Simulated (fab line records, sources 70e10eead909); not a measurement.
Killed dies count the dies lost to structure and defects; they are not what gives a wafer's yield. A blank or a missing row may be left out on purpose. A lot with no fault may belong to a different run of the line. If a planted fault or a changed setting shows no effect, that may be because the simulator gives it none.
The tool behind it: which one?	flow nand-harc	Sampling: 11 lots, 33 wafers, 5 of 1302 route steps

## WHAT THE GAUGES READ, wafer by wafer
NHARC_P_GATE_CD_MEAS_59: the cd target is 720 nm.
lot	measured	on	cd-nm (nm)
L703	day 5 14:47	cd-sem-03	714.4 718.2 715.2
L705	day 6 10:59	cd-sem-02	720.5 720.7 722.1
L706	day 6 15:46	cd-sem-01	714.8 711.4 717.2
L708	day 7 13:53	cd-sem-01	719.3 721.9 715.1
L710	day 8 13:31	cd-sem-03	716.4 718.2 718.4
L711	day 8 21:39	cd-sem-01	716.8 715.2 717.9
L715	day 10 09:27	cd-sem-01	- - -
L723	day 13 19:49	cd-sem-01	723.9 721.2 722.5
L724	day 14 12:28	cd-sem-02	721.0 721.5 720.4
L725	day 14 16:36	cd-sem-02	719.2 717.4 719.7
L726	day 15 00:08	cd-sem-02	721.3 720.7 722.3

## WHICH TOOL RAN EACH LOT (tool, then ch and the chambers of the sampled wafers, then the start)
lot	NHARC_P_GATE_HM_OPEN_105	NHARC_P_GATE_ETCH_32	NHARC_P_GATE_ALD_36	NHARC_P_GATE_EXPOSE_56
L703	rie-diel-13 ch 2,3, day 5 01:50 or earlier	rie-si-03 ch 0,1, day 5 01:50	ald-sin-01 ch 1,2, day 5 02:38	krf-scanner-01 ch 0, day 5 14:37
L705	rie-diel-13 ch 0,1,3, day 5 21:53 or earlier	rie-si-05 ch 0,1,3, day 5 21:53	ald-sin-01 ch 0,1,2, day 5 22:46	krf-scanner-01 ch 0, day 6 10:49
L706	rie-diel-09 ch 1,2,3, day 6 02:47 or earlier	rie-si-01 ch 0,3, day 6 02:47	ald-sin-04 ch 0,1, day 6 04:39	krf-scanner-01 ch 0, day 6 15:37
L708	rie-diel-13 ch 1,2, day 7 00:55 or earlier	rie-si-05 ch 1,2,3, day 7 00:55	ald-sin-01 ch 0,1, day 7 02:44	krf-scanner-04 ch 0, day 7 13:44
L710	rie-diel-02 ch 0,1,3, day 8 00:23 or earlier	rie-si-05 ch 1,2,3, day 8 00:23	ald-sin-01 ch 0,1,2, day 8 01:11	krf-scanner-01 ch 0, day 8 13:22
L711	rie-diel-13 ch 0,2,3, day 8 08:29 or earlier	rie-si-05 ch 0,2,3, day 8 08:29	ald-sin-02 ch 0,1,3, day 8 09:19	krf-scanner-04 ch 0, day 8 21:30
L715	rie-diel-09 ch 1,2, day 9 20:27 or earlier	rie-si-05 ch 0,2,3, day 9 20:27	ald-sin-04 ch 1,2, day 9 21:14	krf-scanner-01 ch 0, day 10 09:17
L723	rie-diel-02 ch 0,2, day 13 06:48 or earlier	rie-si-03 ch 0,2,3, day 13 06:48	ald-sin-02 ch 2,3, day 13 07:34	krf-scanner-01 ch 0, day 13 19:40
L724	rie-diel-09 ch 0,1,2, day 13 23:34 or earlier	rie-si-03 ch 1,2,3, day 13 23:34	ald-sin-04 ch 0,1,2, day 14 03:29	krf-scanner-01 ch 0, day 14 12:19
L725	rie-diel-02 ch 0,1, day 14 03:26 or earlier	rie-si-05 ch 0,1,2, day 14 03:26	ald-sin-01 ch 2,3, day 14 04:13	krf-scanner-04 ch 0, day 14 16:26
L726	rie-diel-02 ch 0,1,2, day 14 11:20 or earlier	rie-si-03 ch 0,2,3, day 14 11:20	ald-sin-02 ch 0,1, day 14 12:06	krf-scanner-04 ch 0, day 14 23:59
- NHARC_P_GATE_HM_OPEN_105: chemistry O2/COS, target depth 360 nm.
- NHARC_P_GATE_ETCH_32: etches the open film in HBr/Cl2, target depth 150 nm, time 100.1 s.
- NHARC_P_GATE_ALD_36: deposits SiNx, target thk 20 nm, pulse time 60 s, ald cycles 223.
- NHARC_P_GATE_EXPOSE_56: exposes mask P PSD, target cd 720 nm.

## THE ANSWER, worked out from the rows above alone
Rule: what is usual is taken from the lots themselves. Put in order of their means at a reading, lots are off if they are a third of the lots or fewer, leave a main group of 4 or more, and stand apart from it by a gap of 3 or more times the standard deviation of the main group's means; of several such gaps the widest counts. A main group whose means are all the same, to the digits that the tables above print for the reading, isn't used. A lot without any number at a reading at which 4 lots or more have one is off too. All remaining lots with rows at the step are treated as sound.
Off, at NHARC_P_GATE_CD_MEAS_59 on cd-nm: L715. Without a number there: L715. The main group: mean 718.8 nm, standard deviation 2.5.
A tool fits if, at a process step before that reading, it ran every lot that is off, and no sound lot after the first of them. Gauges at NHARC_P_GATE_CD_MEAS_59: tried the same way as those tools. NHARC_P_GATE_HM_OPEN_105: start missing for some lots; hours and lot order therefore follow NHARC_P_GATE_ETCH_32. No candidate that was tried fits.

## WHAT HAD BEEN PUT IN BY THE SIMULATOR
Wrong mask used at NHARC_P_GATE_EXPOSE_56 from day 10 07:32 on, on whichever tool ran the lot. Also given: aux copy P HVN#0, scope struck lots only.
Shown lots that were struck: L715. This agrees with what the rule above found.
